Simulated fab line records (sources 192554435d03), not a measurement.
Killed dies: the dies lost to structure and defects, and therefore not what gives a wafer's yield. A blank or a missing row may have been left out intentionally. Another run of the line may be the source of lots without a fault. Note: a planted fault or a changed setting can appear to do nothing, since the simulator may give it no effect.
A struck lot beside a sound one -- flow n5_finfet -- 14 steps out of a route of 1938
Sound: the wafers L650.1, L650.3, L650.6. The struck wafers were L659.1, L659.2, L659.3. At the end, the cause is stated.
At each step with rows: each side's tool, then ch and its chambers, then its first start. Under that, the readings that differ: sound wafers -- struck wafers -- difference of the means -- sigmas: that difference in standard deviations of wafers without a fault.
alike: readings whose means differ by less than 2 such deviations, and words and numbers that are the same on both sides. not compared: withheld readings, readings that some wafer has no value for, bounds like >300 that may hide the same value, and numbers for which the record gives no deviation and whose values overlap.
The two part at a step that has a row with sigmas, a row that says differs or no value, or rows on one side only. Numbers that don't overlap but have no deviation are shown without sigmas and don't part them. A reading that every wafer of one side lacks parts them only if that side has two wafers or more.

first, 1 step without rows for these wafers: N5_MIM_TOP_LITHO_HARDBAKE_09 (time 120 s).
N5_MIM_TOP_LITHO_CD_MEAS_08 targets a cd of 2000 nm.
  sound on cd_sem-03 ch 0, day 14 07:13; struck on cd_sem-02 ch 0, day 15 20:48
  alike: cd_nm
N5_MIM_TOP_LITHO_OVL_MEAS_11:
  sound on overlay-02 ch 0, day 14 07:15; struck on overlay-02 ch 0, day 15 20:50
reading,sound,struck,difference,sigmas
MIM_TOP_OVL (nm),-18 -15 -18,1 -1 2,+18,+3
N5_MIM_TOP_LITHO_INSPECT_12: inspects for defects (macro).
  sound on defect_inspect-01 at day 14 07:16; struck on defect_inspect-01 at day 15 20:51
  alike: raw_defect_count
N5_MIM_TOP_LITHO_DESCUM_10: chemistry O2, time 7.9 s.
  sound on rie_diel-06 ch 1,2, day 14 07:19; struck on rie_diel-05 ch 1,2,3, day 15 21:02
reading,sound,struck,difference,sigmas
showerhead_plenum_p_Torr (Torr),2.22 2.20 2.20,2.01 2.11 2.03,-0.16,-2
  alike: chamber_pressure_mTorr, drypump_motor_current_A, oes_product_au, rf_vpp_V, throttle_valve_pct
  not compared: rf_hours_counter_h
N5_MIM_TOP_ETCH_ETCH_00: etches TiN in Cl2/BCl3, target depth 38.5 nm.
  sound on rie_metal-02 ch 0,1, day 14 07:24; struck on rie_metal-01 ch 0,1, day 15 21:07
reading,sound,struck,difference,sigmas
oes_product_au (a.u.),0.75 0.70 0.70,0.85 0.92 0.84,+0.15,+2
  alike: chamber_pressure_mTorr, drypump_motor_current_A, oes_ar_750_au, throttle_valve_pct
  not compared: rf_hours_counter_h
N5_MIM_TOP_ETCH_STRIP_01: strips in O2.
  sound on rie_diel-02 ch 2,3, day 14 07:33; struck on rie_diel-04 ch 0,1,3, day 15 21:16
reading,sound,struck,difference,sigmas
chamber_pressure_mTorr (mTorr),30.05 30.08 29.99,29.94 29.91 29.80,-0.16,-2
  alike: drypump_motor_current_A, oes_product_au, rf_vpp_V, showerhead_plenum_p_Torr, throttle_valve_pct
  not compared: rf_hours_counter_h
N5_MIM_TOP_ETCH_PECVD_03: deposits SiNx from SiH4/NH3/N2, target thk 20 nm, time 17.6 s.
  sound on pecvd-01 ch 0,1,2, day 14 07:37; struck on pecvd-01 ch 0,1,2, day 15 21:19
  alike: heater_power_w, showerhead_plenum_p_Torr, throttle_valve_pct
then, 4 steps without rows for these wafers: N5_MIM_BOT_LITHO_HMDS_01 (time 60 s); N5_MIM_BOT_LITHO_COAT_02; N5_MIM_BOT_LITHO_EBR_04; N5_MIM_BOT_LITHO_SOFTBAKE_03 (time 90 s).
N5_MIM_BOT_LITHO_EXPOSE_05: exposes mask MIM BOT.
  sound on krf_scanner-02 ch 0, day 14 07:47; struck on krf_scanner-01, day 15 21:30
  no value came back on the struck wafers for exposure_dose_mJ_cm2, focus_offset_nm (nm), na; on the sound wafers exposure_dose_mJ_cm2 reads 24.233 24.287 24.264
  alike: mask
following that, these wafers have no rows for 1 step: N5_MIM_BOT_LITHO_PEB_06.

WHERE THEY PART
At N5_MIM_TOP_LITHO_OVL_MEAS_11 first; at N5_MIM_BOT_LITHO_EXPOSE_05 last (within this record only).

WHY: whatever the simulator had introduced
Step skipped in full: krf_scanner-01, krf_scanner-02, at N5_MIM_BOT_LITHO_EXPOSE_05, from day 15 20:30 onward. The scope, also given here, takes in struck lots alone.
